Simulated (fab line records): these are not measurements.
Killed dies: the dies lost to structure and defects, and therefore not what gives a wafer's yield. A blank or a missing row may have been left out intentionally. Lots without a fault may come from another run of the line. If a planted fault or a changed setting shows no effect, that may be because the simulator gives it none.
Split-lot trial + flow n5Finfet + 21 wafers read across 7 lots, on a route 1938 steps long

## SPLIT DETAILS
At N5_BEOL_M4_DESCUM_16 (chemistry O2, time 7 s), the setting timeS was moved away from the recipe's 7 s on 6 of the 21 wafers read, by -14.8% to +12.0%. For the rest of the wafers, this setting stayed at what the recipe calls for.

The split's own step is where the reading is taken.

## THE READING
CAR-EUV_of_BEOL_M4_COAT_05.thkNm (the simulator's own value, which no gauge read), in nm, at N5_BEOL_M4_DESCUM_16 (chemistry O2, time 7 s). There is no usual value for it anywhere in the file. Here, 15 wafers ran the recipe; their average is 26.1 nm with a standard deviation of 0.098 nm.

| wafer  | tool, chamber at the split | timeS as run, s | against the recipe | CAR-EUV_of_BEOL_M4_COAT_05.thkNm, nm | against lot-mates on the recipe |
|--------|----------------------------|-----------------|--------------------|--------------------------------------|---------------------------------|
| L076.4 | rieDiel-06, 3,0            | 7               | recipe             | 26.2                                 | -                               |
| L076.5 | rieDiel-06, 3,0            | 7               | recipe             | 26.2                                 | -                               |
| L076.6 | rieDiel-06, 1              | 6.329           | -9.6%              | 26.4                                 | +0.2                            |
| L075.2 | rieDiel-03, 2,3            | 7               | recipe             | 26                                   | -                               |
| L075.5 | rieDiel-03, 2,3            | 7               | recipe             | 26                                   | -                               |
| L075.6 | rieDiel-03, 0              | 7               | recipe             | 26.2                                 | -                               |
| L081.2 | rieDiel-02, 0,3            | 7               | recipe             | 26.2                                 | -                               |
| L081.3 | rieDiel-02, 0,3            | 7               | recipe             | 26.2                                 | -                               |
| L081.4 | rieDiel-02, 1              | 7               | recipe             | 26                                   | -                               |
| L083.4 | rieDiel-06, 1              | 7.841           | +12.0%             | 25.6                                 | -0.4                            |
| L083.5 | rieDiel-06, 3,2            | 7               | recipe             | 26                                   | -                               |
| L083.6 | rieDiel-06, 3,2            | 7               | recipe             | 26                                   | -                               |
| L082.1 | rieDiel-06, 2,0            | 7               | recipe             | 26                                   | -                               |
| L082.3 | rieDiel-06, 2,0            | 7               | recipe             | 26                                   | -                               |
| L082.5 | rieDiel-06, 1              | 6.497           | -7.2%              | 26.2                                 | +0.2                            |
| L097.2 | rieDiel-02, 2              | 6.218           | -11.2%             | 26.4                                 | +0.4                            |
| L097.3 | rieDiel-02, 3              | 7               | recipe             | 26                                   | -                               |
| L097.5 | rieDiel-02, 3              | 7               | recipe             | 26                                   | -                               |
| L096.2 | rieDiel-03, 2              | 7               | recipe             | 26.2                                 | -                               |
| L096.3 | rieDiel-03, 3,0            | 5.961           | -14.8%             | 26.8                                 | +0.6                            |
| L096.4 | rieDiel-03, 3,0            | 5.961           | -14.8%             | 26.8                                 | +0.6                            |
When a row names more than one chamber, that row covers several wafers, and the file does not tell which wafer ran in which chamber.

FIT RESULTS
A straight line over all 21 wafers: CAR-EUV_of_BEOL_M4_COAT_05.thkNm changes by -0.041 nm for each +1% of timeS; r = -0.92; the points scatter about the line by 0.11 nm.
The same after taking each lot's own level away (the mean of its wafers on the recipe; 21 wafers): -0.0358 nm for each +1%; r = -0.96; scatter 0.068 nm.
According to that fit, moving timeS by its largest amount changes the reading by 0.53 nm.
The span of the lots' own levels, 26.00 to 26.20 nm, comes to 2.0 times the standard deviation stated above.
Hence the slope depends on the lot-to-lot level, as the two fits are not the same.
Check: +0.504 nm against its lot-mates is what the line predicts for one of the wafers moved furthest among these (-14.8%) when that wafer is left out of the fit. It came out at +0.6 nm against them.

## THE OTHER SPLITS THESE WAFERS WENT THROUGH
These wafers also went through other splits before the reading. Each is held against what the fit with the lots' levels taken away leaves over:
| other split on the same wafers | wafers away from the commonest value | r with CAR-EUV_of_BEOL_M4_COAT_05.thkNm (lot level and that fit taken away) |
|--------------------------------|--------------------------------------|-----------------------------------------------------------------------------|
| N5_BEOL_M4_COAT_73 spinRpm     | 5                                    | -0.25                                                                       |

## FILE'S OWN FIT
CAR-EUV_of_BEOL_M4_COAT_05.thkNm changes by -0.034 nm for each +1% of timeS, r = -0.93.
